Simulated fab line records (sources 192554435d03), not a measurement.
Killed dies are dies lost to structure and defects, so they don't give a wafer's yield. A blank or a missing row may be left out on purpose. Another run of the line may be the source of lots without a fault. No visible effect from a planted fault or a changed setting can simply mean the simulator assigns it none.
Chamber matching	flow n5Finfet	N5_BEOL_M6_STRIP_67 on rieDiel-06 has 4 sister chambers
The step strips in CF4. 4 wafers are shown with their chamber, then 9 later ones without.

WAFERS, EACH WITH ITS CHAMBER
wafer	chamber	drypumpMotorCurrentA (A)
L083.2	2	5.9
L083.4	1	5.7
L084.5	3	4.9
L084.6	0	6.8

WAFERS MISSING THEIR CHAMBER
wafer	drypumpMotorCurrentA (A)
L090.1	6.0
L090.3	6.8
L090.6	5.9
L094.2	5.7
L094.3	4.9
L094.4	6.9
L095.1	6.9
L095.3	4.9
L095.4	6.0

EACH ONE'S CHAMBER
wafer	from the rows above	in truth
L090.1	2	2
L090.3	0	0
L090.6	2	2
L094.2	1	1
L094.3	3	3
L094.4	0	0
L095.1	0	0
L095.3	3	3
L095.4	2	2
Correctly placed: 9 of 9. Can't be placed from these rows: 0. Placed wrongly: 0.
How it was worked out, from the rows above alone: a wafer's distance from a chamber is the root of the sum, over the readings, of the square of ((its reading less the chamber's mean) divided by the reading's scatter). The wafer belongs to the nearest chamber; if the next one is less than 2 further off, it can't be placed. For every chamber, the mean is computed from those of its wafers that are shown. The scatter: root of mean squared gap, hidden wafer to nearest shown wafer, with one shown wafer a chamber.
